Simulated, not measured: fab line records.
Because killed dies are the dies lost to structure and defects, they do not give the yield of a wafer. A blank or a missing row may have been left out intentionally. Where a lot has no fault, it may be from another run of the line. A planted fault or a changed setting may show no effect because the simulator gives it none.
Split-lot experiment | flow n5-finfet | on a route of 1938 steps: 7 lots, 21 wafers read

== THE SPLIT ==
At N5_PASSIVATION_ETCH_59 (etches TaN in Cl2/BCl3, target depth 65 nm, time 34.9 s), the setting time-s was moved away from the recipe's 34.9 s on 8 of the 21 wafers read, by -20.4% to +10.2%. The other wafers ran this setting at the recipe's value.

The split's own step is where the reading is taken.

== THE READING ==
etch.depth-nm (the simulator's own value, which no gauge read), in nm, at N5_PASSIVATION_ETCH_59 (etches TaN in Cl2/BCl3, target depth 65 nm, time 34.9 s). The file does not state a usual value for it. Across the 13 wafers here that went through the recipe, the average is 66.25 nm and the standard deviation 0.79 nm.

wafer  | tool, chamber at the split | time-s as run, s | against the recipe | etch.depth-nm, nm | against lot-mates on the recipe
L074.1 | rie-metal-03, 0            | 34.9             | recipe             | 65.72             | -
L074.2 | rie-metal-03, 1            | 38.47            | +10.2%             | 72.39             | +6.67
L074.6 | rie-metal-03, 0            | 38.47            | +10.2%             | 73.31             | +7.59
L076.1 | rie-metal-02, 1            | 34.9             | recipe             | 67.42             | -
L076.3 | rie-metal-02, 1            | 34.9             | recipe             | 67.51             | -
L076.6 | rie-metal-02, 0            | 34.9             | recipe             | 64.97             | -
L079.2 | rie-metal-02, 1            | 29.83            | -14.5%             | 56.62             | -9.44
L079.4 | rie-metal-02, 1            | 34.9             | recipe             | 65.9              | -
L079.6 | rie-metal-02, 1            | 34.9             | recipe             | 66.22             | -
L081.3 | rie-metal-01, 1            | 34.9             | recipe             | 65.57             | -
L081.4 | rie-metal-01, 0            | 34.9             | recipe             | 66.99             | -
L081.6 | rie-metal-01, 0            | 34.9             | recipe             | 67.31             | -
L095.1 | rie-metal-01, 1            | 34.9             | recipe             | 65.45             | -
L095.4 | rie-metal-01, 0            | 34.9             | recipe             | 65.86             | -
L095.5 | rie-metal-01, 0            | 34.9             | recipe             | 66.5              | -
L097.1 | rie-metal-03, 1            | 27.78            | -20.4%             | 52.33             | -13.45
L097.2 | rie-metal-03, 0            | 27.78            | -20.4%             | 52.35             | -13.43
L097.5 | rie-metal-03, 0            | 34.9             | recipe             | 65.78             | -
L094.1 | rie-metal-01, 0            | 29.71            | -14.9%             | 56.61             | no lot-mate on the recipe
L094.3 | rie-metal-01, 0            | 29.71            | -14.9%             | 57.06             | no lot-mate on the recipe
L094.6 | rie-metal-01, 0            | 29.71            | -14.9%             | 56.73             | no lot-mate on the recipe

FIT RESULTS
A straight line over all 21 wafers: etch.depth-nm changes by +0.659 nm for each +1% of time-s; r = +0.99; the points scatter about the line by 0.71 nm.
The same after taking each lot's own level away (the mean of its wafers on the recipe; 18 wafers): +0.665 nm for each +1%; r = +0.99; scatter 0.67 nm.
That fit puts the effect of the largest move of time-s on the reading at 14 nm.
From 65.720 to 66.633 nm: that is the span of the lots' own levels, equal to 1.1 times the standard deviation above.
Consequently the slope shifts little with the lot-to-lot level, the two slopes agreeing.
Check: for one of the wafers moved furthest among these (-20.4%), held out of the fit, the line's prediction against its lot-mates is -13.5 nm. It came out at -13.5 nm against them.

== THESE WAFERS: OTHER SPLITS ==
Note: prior to the reading, these wafers also went through further splits. Each is held against what the fit with the lots' levels taken away leaves over:
other split on the same wafers    | wafers away from the commonest value | r with etch.depth-nm (lot level and that fit taken away)
N5_BEOL_M13_EXPOSE_25 dose-mj     | 4                                    | -0.18
N5_BEOL_M13_ETCH_68 time-s        | 8                                    | -0.23
N5_BEOL_M13_SPUTTER_44 time-s     | 8                                    | +0.16
N5_BEOL_M14_ILD_DEP_00 temp-c     | 9                                    | +0.34
N5_BEOL_M15_PEB_26 peb-time-s     | 5                                    | +0.01
N5_BEOL_M15_TRENCH_ETCH_34 bias-w | 9                                    | -0.22
N5_MIM_BOT_SPUTTER_00 time-s      | 9                                    | -0.18

== FILE'S OWN FIT ==
etch.depth-nm changes by +0.662 nm for each +1% of time-s, r = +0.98.
